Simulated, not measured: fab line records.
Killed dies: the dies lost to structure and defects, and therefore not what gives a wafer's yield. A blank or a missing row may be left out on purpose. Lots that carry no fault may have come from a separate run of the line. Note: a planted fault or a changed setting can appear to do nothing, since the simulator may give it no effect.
Split-lot trial ; flow n5 finfet ; 7 lots, 39 wafers read, on a route of 1938 steps

== THE SPLIT ==
At N5_DUMMY_GATE_ETCH_42 (etches SiO2 in CHF3/O2, target depth 3.5 nm, time 31 s), the setting bias w was moved away from the recipe's 12 W on 12 of the 39 wafers read, by -18.5% to +16.2%. All remaining wafers had this setting at the recipe value.

Reading taken at the split's own step.

== THE READING ==
rf vpp V, in V, at N5_DUMMY_GATE_ETCH_42 (etches SiO2 in CHF3/O2, target depth 3.5 nm, time 31 s). On this fab line, fault-free wafers typically give 42.5 V with a standard deviation of 1 V.

wafer;tool, chamber at the split;bias w as run, W;against the recipe;rf vpp V, V;against lot-mates on the recipe
L080.1;rie diel-03, 3;12;recipe;42.6;-
L080.2;rie diel-03, 1;12;recipe;42.0;-
L080.3;rie diel-03, 0;12;recipe;41.9;-
L080.4;rie diel-03, 2;12;recipe;41.8;-
L080.5;rie diel-03, 2;12;recipe;44.1;-
L080.6;rie diel-03, 1;12;recipe;41.8;-
L084.1;rie diel-05, 0;9.785;-18.5%;37.5;-5.0
L084.2;rie diel-05, 2;12;recipe;40.9;-
L084.3;rie diel-05, 1;12;recipe;42.6;-
L084.4;rie diel-05, 3;9.785;-18.5%;37.4;-5.1
L084.5;rie diel-05, 3;9.785;-18.5%;36.5;-6.0
L084.6;rie diel-05, 0;12;recipe;44.1;-
L085.2;rie diel-06, 2;12;recipe;43.6;-
L085.4;rie diel-06, 3;12;recipe;43.2;-
L085.6;rie diel-06, 1;12;recipe;42.1;-
L088.1;rie diel-05, 3;12;recipe;42.9;-
L088.2;rie diel-05, 1;12;recipe;42.1;-
L088.3;rie diel-05, 0;12;recipe;42.0;-
L088.4;rie diel-05, 2;12;recipe;40.7;-
L088.5;rie diel-05, 1;12;recipe;42.5;-
L088.6;rie diel-05, 0;12;recipe;42.7;-
L091.1;rie diel-05, 3;10.76;-10.3%;39.6;-2.3
L091.2;rie diel-05, 0;10.76;-10.3%;39.3;-2.6
L091.3;rie diel-05, 2;12;recipe;39.7;-
L091.4;rie diel-05, 1;12;recipe;42.5;-
L091.5;rie diel-05, 3;12;recipe;43.5;-
L091.6;rie diel-05, 0;10.76;-10.3%;39.8;-2.1
L092.1;rie diel-06, 1;12;recipe;43.4;-
L092.2;rie diel-06, 2;12;recipe;42.2;-
L092.3;rie diel-06, 3;13.95;+16.2%;48.3;+5.9
L092.4;rie diel-06, 0;12;recipe;41.6;-
L092.5;rie diel-06, 0;13.95;+16.2%;46.9;+4.5
L092.6;rie diel-06, 1;13.95;+16.2%;47.5;+5.1
L093.1;rie diel-06, 0;10.32;-14.0%;38.3;-4.5
L093.2;rie diel-06, 2;12;recipe;43.0;-
L093.3;rie diel-06, 3;12;recipe;43.8;-
L093.4;rie diel-06, 1;10.32;-14.0%;38.8;-4.0
L093.5;rie diel-06, 0;12;recipe;41.7;-
L093.6;rie diel-06, 3;10.32;-14.0%;38.0;-4.8

THE FIT
A straight line over all 39 wafers: rf vpp V changes by +0.296 V for each +1% of bias w; r = +0.94; the points scatter about the line by 0.91 V.
The same after taking each lot's own level away (the mean of its wafers on the recipe; 39 wafers): +0.3 V for each +1%; r = +0.94; scatter 0.89 V.
That fit puts the effect of the largest move of bias w on the reading at 5.5 V.
Across the lots, their own levels run from 41.90 to 42.97 V, a range of 1.1 times the standard deviation given above.
The two slopes agree, so the slope changes little with the lot-to-lot level.
Check: with one of the wafers moved furthest among these (-18.5%) left out of the fit, the line predicts -5.53 V for it against its lot-mates. It came out at -5.03 V against them.
Tool readings at the split's step, against how far the setting was moved: rf vpp V r = +0.94.

== OTHER SPLITS ON THESE WAFERS ==
Before the reading, these wafers also passed through other splits. Each is held against what the fit with the lots' levels taken away leaves over:
other split on the same wafers;wafers away from the commonest value;r with rf vpp V (lot level and that fit taken away)
N5_DUMMY_GATE_ETCH_31 target depth a;15;-0.05

== FILE'S OWN FIT ==
rf vpp V changes by +0.299 V for each +1% of bias w, r = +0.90.
